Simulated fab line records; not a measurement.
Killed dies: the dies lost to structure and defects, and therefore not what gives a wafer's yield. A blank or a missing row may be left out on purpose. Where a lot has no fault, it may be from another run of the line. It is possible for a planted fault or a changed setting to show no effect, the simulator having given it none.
Which tool did it? | flow nand_harc | 39 wafers from 13 lots sampled at 6 of the route's 1302 steps

WHAT THE GAUGES READ, wafer by wafer
NHARC_P_CONTACT_INSPECT_14.
lot  | measured     | on                | raw_defect_count
L185 | day 6 03:58  | defect_inspect-01 | 1 5 3
L186 | day 6 10:34  | defect_inspect-02 | 6 6 7
L188 | day 7 00:08  | defect_inspect-02 | 4 3 6
L189 | day 7 14:29  | defect_inspect-02 | 4 7 4
L198 | day 11 02:54 | defect_inspect-02 | 1 1 3
L199 | day 12 04:49 | defect_inspect-02 | 2 4 2
L202 | day 13 00:22 | defect_inspect-02 | 1 5 3
L203 | day 13 18:13 | defect_inspect-01 | 4 6 3
L205 | day 14 01:16 | defect_inspect-02 | 1 6 4
L204 | day 14 01:31 | defect_inspect-02 | 4 4 7
L206 | day 14 12:43 | defect_inspect-02 | 6 11 11
L207 | day 14 23:55 | defect_inspect-01 | 12 11 6
L208 | day 15 08:34 | defect_inspect-02 | 10 2 3

NHARC_P_M0_INSPECT_11.
lot  | measured     | on                | raw_defect_count
L185 | day 6 08:07  | defect_inspect-01 | 2 3 4
L186 | day 6 14:53  | defect_inspect-01 | 6 2 6
L188 | day 7 04:28  | defect_inspect-01 | 398 328 374 401 338 374
L189 | day 7 18:41  | defect_inspect-01 | 400 386 428 399 375 424
L198 | day 11 08:15 | defect_inspect-01 | 1 2 4
L199 | day 12 09:21 | defect_inspect-02 | 5 6 7
L202 | day 13 04:24 | defect_inspect-02 | 4 2 2
L203 | day 13 22:23 | defect_inspect-02 | 4 6 4
L205 | day 14 05:28 | defect_inspect-01 | 3 9 3
L204 | day 14 05:43 | defect_inspect-02 | 7 7 7
L206 | day 14 17:01 | defect_inspect-02 | 9 10 11
L207 | day 15 03:58 | defect_inspect-02 | 13 15 7
L208 | day 15 12:43 | defect_inspect-01 | 7 4 5

NHARC_END_SORT_01.
lot  | measured     | on        | defect_limited_yield (%) | killed_at_array | killed_at_other | killed_at_periphery | killed_dies | killed_open | killed_short | sort_bin_2_pct (%) | sort_bin_3_pct (%) | sort_bin_4_pct (%) | sort_n_pass | sort_rim_yield_pct (%) | sort_yield_pct (%)
L202 | day 31 09:53 | prober-01 | 90.4 90.0 88.6           | 63 64 73        | 0 0 0           | 2 4 4               | 65 68 77    | 4 2 2       | 3 0 0        | 4.3 3.1 3.4        | 0.7 0.4 0.4        | 4.6 6.5 7.5        | 612 609 600 | 91 85 89               | 90.4 90.0 88.6

WHICH TOOL RAN EACH LOT (tool, then ch and the chambers of the sampled wafers, then the start)
lot  | NHARC_P_CONTACT_PVD_32                  | NHARC_P_M0_DEP_00               | NHARC_P_M0_ETCH_34
L185 | pvd_sputter-03, day 6 07:25 or earlier  | pecvd-04 ch 0,1,2, day 6 07:25  | rie_diel-13 ch 0,2,3, day 6 08:17
L186 | pvd_sputter-02, day 6 13:55 or earlier  | pecvd-04 ch 1,2, day 6 13:55    | rie_diel-13 ch 2,3, day 6 15:02
L188 | pvd_sputter-01, day 7 03:34 or earlier  | pecvd-04 ch 0,1,2, day 7 03:34  | -
L189 | pvd_sputter-01, day 7 17:44 or earlier  | pecvd-04 ch 0,1, day 7 17:44    | -
L198 | pvd_sputter-03, day 11 07:33 or earlier | pecvd-04 ch 0,1,2, day 11 07:33 | rie_diel-13 ch 2,3, day 11 08:23
L199 | pvd_sputter-03, day 12 08:23 or earlier | pecvd-02 ch 0,1, day 12 08:23   | rie_diel-02 ch 0,1, day 12 09:30
L202 | pvd_sputter-01, day 13 03:34 or earlier | pecvd-01 ch 0,1,2, day 13 03:34 | rie_diel-13 ch 0,1,2, day 13 04:45
L203 | pvd_sputter-03, day 13 21:31 or earlier | pecvd-01 ch 0,1, day 13 21:31   | rie_diel-13 ch 1,2, day 13 22:32
L205 | pvd_sputter-01, day 14 04:29 or earlier | pecvd-04 ch 0,1,2, day 14 04:29 | rie_diel-05 ch 0,3, day 14 05:37
L204 | pvd_sputter-02, day 14 04:46 or earlier | pecvd-04 ch 0,1,2, day 14 04:46 | rie_diel-13 ch 0,1,2, day 14 05:52
L206 | pvd_sputter-03, day 14 16:09 or earlier | pecvd-01 ch 1,2, day 14 16:09   | rie_diel-13 ch 1,2, day 14 17:10
L207 | pvd_sputter-03, day 15 03:07 or earlier | pecvd-04 ch 0,1, day 15 03:07   | rie_diel-13 ch 0,1,3, day 15 04:07
L208 | pvd_sputter-03, day 15 11:46 or earlier | pecvd-04 ch 0,1,2, day 15 11:46 | rie_diel-02 ch 0,1,3, day 15 12:52
- NHARC_P_CONTACT_PVD_32: deposits Ti, target thk 5 nm, time 17.7 s.
- NHARC_P_M0_DEP_00: deposits SiOC, target thk 150 nm.
- NHARC_P_M0_ETCH_34: etches the open film in N2/H2, target depth 40 nm, overetch 12 nm, time 43.94 s.

AS READ BY THE TOOLS THEMSELVES (means over the sampled wafers that have a number; for cases with no such wafer, the mark the record gives instead)
NHARC_P_CONTACT_PVD_32.
lot  | tool           | throttle_valve_pct (%)
L185 | pvd_sputter-03 | 30.1
L186 | pvd_sputter-02 | 29.9
L188 | pvd_sputter-01 | 29.1
L189 | pvd_sputter-01 | 30.2
L198 | pvd_sputter-03 | 29.8
L199 | pvd_sputter-03 | 30.6
L202 | pvd_sputter-01 | 30.3
L203 | pvd_sputter-03 | 30.4
L205 | pvd_sputter-01 | 30.3
L204 | pvd_sputter-02 | 29.6
L206 | pvd_sputter-03 | 30.3
L207 | pvd_sputter-03 | 30.3
L208 | pvd_sputter-03 | 29.8

NHARC_P_M0_ETCH_34.
lot  | tool        | drypump_motor_current_A (A) | oes_product_au (a.u.) | rf_vpp_V (V) | showerhead_plenum_p_Torr (Torr) | throttle_valve_pct (%)
L185 | rie_diel-13 | 5.7                         | 0.996                 | 432.3        | 2.10                            | 14.181
L186 | rie_diel-13 | 5.7                         | 1.010                 | 433.4        | 2.13                            | 14.178
L198 | rie_diel-13 | 5.7                         | 0.998                 | 432.8        | 2.13                            | 14.170
L199 | rie_diel-02 | 5.3                         | 0.996                 | 433.7        | 2.16                            | 14.163
L202 | rie_diel-13 | 6.0                         | 1.001                 | 432.2        | 2.09                            | 14.181
L203 | rie_diel-13 | 6.1                         | 0.997                 | 431.9        | 2.11                            | 14.169
L205 | rie_diel-05 | 5.1                         | 1.006                 | 434.1        | 2.16                            | 14.173
L204 | rie_diel-13 | 6.0                         | 1.004                 | 431.5        | 2.09                            | 14.181
L206 | rie_diel-13 | 6.1                         | 1.004                 | 432.3        | 2.11                            | 14.168
L207 | rie_diel-13 | 5.7                         | 1.011                 | 431.6        | 2.08                            | 14.172
L208 | rie_diel-02 | 5.4                         | 0.998                 | 431.8        | 2.09                            | 14.176

THE ANSWER, worked out from the rows above alone
Rule: what is usual is taken from the lots themselves. The widest of any qualifying gaps counts: lots, ordered by their means at a reading, are off when they make up no more than a third of the lots, leave a main group of 4 or more, and stand apart from it by 3 or more times the standard deviation of that group's means. If all means in a main group match to the digits the tables above print for the reading, that group is not used. A lot without any number at a reading at which 4 lots or more have one is off too. The other lots that the step has rows for count as sound. The gauges are gone through in route order, then the tools' own readings, and for those a lot's mean is taken as printed above. At the first step where some lot is off, the reading lying furthest off is the one used; lots without a number count as furthest.
Off: L188, L189, at NHARC_P_M0_INSPECT_11 (raw_defect_count). The main group: mean 5.7, standard deviation 2.8.
If a tool, at a process step before that reading, ran all the lots that are off and no sound lot after the first of them, it fits. The gauges at NHARC_P_M0_INSPECT_11 are tried like those tools. NHARC_P_CONTACT_PVD_32 gives no start for some lots, so the hours and the order of its lots are those of NHARC_P_M0_DEP_00. None of those tried fits.

WHAT HAD BEEN PUT IN BY THE SIMULATOR
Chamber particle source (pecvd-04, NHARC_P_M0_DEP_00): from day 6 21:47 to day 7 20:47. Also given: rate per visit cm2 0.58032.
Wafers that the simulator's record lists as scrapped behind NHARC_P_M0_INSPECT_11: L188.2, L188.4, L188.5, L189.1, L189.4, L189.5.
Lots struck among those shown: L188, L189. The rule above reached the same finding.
